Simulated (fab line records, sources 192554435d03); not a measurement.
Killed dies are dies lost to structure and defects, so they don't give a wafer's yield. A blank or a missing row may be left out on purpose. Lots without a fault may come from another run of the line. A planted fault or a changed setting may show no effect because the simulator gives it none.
A struck lot beside a sound one | flow n5_finfet | 37 steps out of a route of 1938
Sound: wafers L550.2, L550.4, L550.5. Struck: wafers L544.2, L544.4, L544.5. The cause comes at the end.
At each step with rows: each side's tool, then ch and its chambers, then its first start. Under that, the readings that differ: sound wafers | struck wafers | difference of the means | sigmas: that difference in standard deviations of wafers without a fault.
alike: readings whose means differ by less than 2 such deviations, and words and numbers that are the same on both sides. not compared: withheld readings, readings that some wafer has no value for, bounds like >300 that may hide the same value, and numbers for which the record gives no deviation and whose values overlap.
The two part at a step that has a row with sigmas, a row that says differs or no value, or rows on one side only. Numbers that don't overlap but have no deviation are shown without sigmas and don't part them. A reading that every wafer of one side lacks parts them only if that side has two wafers or more.

first, 9 steps without rows for these wafers: N5_BEOL_M4_ANNEAL_95 (time 240 s); N5_BEOL_M4_SPUTTER_96 (material Cu, target thk 4.5 nm, time 8.29 s); N5_BEOL_M4_ECD_50 (material Cu, target thk 300 nm); N5_BEOL_M4_ANNEAL_51 (time 90 s); N5_BEOL_M4_CMP_52 (polishes, stops on SiOC, t overpolish 6.8 s, target thk 40 nm); N5_BEOL_M4_PRE_CLEAN_60 (time 15 s); N5_BEOL_M4_CO_CAP_55 (material Co, precursor CCTBA/H2, target thk 2 nm, time 102.1 s); N5_BEOL_M4_PRE_CLEAN_56 (time 15 s); N5_BEOL_M4_DEP_57 (deposits SiCN from 3MS/NH3, target thk 8 nm, time 14 s).
N5_BEOL_M4_RC_MEAS_101:
  sound on prober-01 ch 0, day 10 21:46; struck on prober-02 ch 0, day 8 10:20
  alike: DIBL_N, DIBL_P, IOFF_N, IOFF_P, ION_N, ION_P, SS_N, SS_P, VT_N, VT_P
then, 24 steps without rows for these wafers: N5_BEOL_M5_ILD_DEP_00 (deposits SiCOH lowk from DEMS/porogen, target thk 140.64 nm, time 25.9 s); N5_BEOL_M5_CURE_79 (cures SiCOH lowk, time 240 s); N5_BEOL_M5_PECVD_70 (deposits SiO2 from TEOS/O2, target thk 16 nm, time 18 s); N5_BEOL_M5_HM_DEP_02 (deposits TiN, target thk 20 nm); N5_BEOL_M5_COAT_59 (time 60 s, resist thk 60 nm); N5_BEOL_M5_COAT_60 (time 60 s, resist thk 12 nm); N5_BEOL_M5_COAT_71 (time 60 s, resist thk 5 nm); N5_BEOL_M5_COAT_05 (resist thk 30 nm); N5_BEOL_M5_EBR_07; N5_BEOL_M5_SOFTBAKE_06 (time 60 s); N5_BEOL_M5_EXPOSE_08 (exposes mask M5, target cd 28 nm); N5_BEOL_M5_PEB_09 (peb time 60 s); N5_BEOL_M5_DEVELOP_10 (develop time 30 s); N5_BEOL_M5_DESCUM_16 (chemistry O2, time 7 s); N5_BEOL_M5_ETCH_72 (etches underlayer in N2/H2, target depth 6.5 nm, time 5.2 s); N5_BEOL_M5_ETCH_61 (etches SiARC in CF4, target depth 15.6 nm, time 26 s); N5_BEOL_M5_ETCH_62 (etches SOC in N2/H2, target depth 75 nm, overetch 15 nm, time 112.5 s); N5_BEOL_M5_STRIP_63 (strips in N2/H2); N5_BEOL_M5_STRIP_73 (strips in N2/H2); N5_BEOL_M5_STRIP_64 (strips in CF4); N5_BEOL_M5_HM_OPEN_17 (chemistry Cl2/BCl3, target TiN, target depth 20 nm, overetch 6 nm); N5_BEOL_M5_STRIP_19 (strips in O2); N5_BEOL_M5_COAT_65 (time 60 s, resist thk 60 nm); N5_BEOL_M5_COAT_66 (time 60 s, resist thk 12 nm).
-- the record jumps here: 4 days lie between the struck wafers' starts before and after (it left off in module BEOL_M5 and takes up again in module BEOL_M15, whose first step shown is number 1814 of the route) --
N5_BEOL_M15_ETCH_38: etches SiCN in CF4/N2, target depth 106.4 nm, time 120.5 s.
  sound on rie_diel-02 ch 0,1,2, day 14 16:35; struck on rie_diel-02 ch 1,2,3, day 12 05:14
  no value came back on the struck wafers for any of 7 readings (bias_w (W), cf4_flow_sccm (sccm) and others); on the sound wafers bias_w (W) reads 69.98 69.79 70.13
  reading                                       | sound          | struck         | difference | sigmas
  model.SiO2_of_BEOL_M15_ILD_DEP_00.thk_nm (nm) | 1567 1604 1585 | 1641 1647 1644 | +59        |
  not compared: rf_hours_counter_h
N5_BEOL_M15_CMP_49: polishes, stops on SiO2, t overpolish 4.9 s, target thk 850 nm.
  sound on cmp-03 ch 0,1,2, day 14 17:52; struck on cmp-04 ch 0,3, day 12 06:58
  reading                                       | sound          | struck         | difference | sigmas
  model.SiO2_of_BEOL_M15_ILD_DEP_00.thk_nm (nm) | 1552 1589 1570 | 1626 1632 1629 | +59        |
  alike: motor_current_A
N5_PASSIVATION_PROBE_49:
  sound on prober-01, day 15 09:01; struck on prober-02, day 12 22:53
  reading                  | sound          | struck         | difference | sigmas
  defect_limited_yield (%) | 91.0 93.1 91.2 | 0 0 0          | -92        | -66
  killed_at_M4_up          | 25 24 25       | 1102 1081 1132 | +1080      | +99 or more
  killed_dies              | 106 81 104     | 1180 1180 1180 | +1083      | +68
  killed_on_rim            | 13 10 16       | 152 152 152    | +139       | +36
  sort_bin_5_function (%)  | 5.5 4.3 5.1    | 97.2 96.4 98.0 | +92.2      | +99 or more
  sort_n_pass              | 1074 1099 1076 | 0 0 0          | -1083      | -68
  sort_yield_pct (%)       | 91.0 93.1 91.2 | 0 0 0          | -92        | -66
  alike: killed_at_M0_to_M3, killed_at_contacts, killed_at_front_end, killed_at_other, killed_open, killed_short, sort_bin_6_memory

WHERE THEY PART
First at N5_BEOL_M15_ETCH_38; last, within this record, at N5_PASSIVATION_PROBE_49.

WHY: what the simulator had put in
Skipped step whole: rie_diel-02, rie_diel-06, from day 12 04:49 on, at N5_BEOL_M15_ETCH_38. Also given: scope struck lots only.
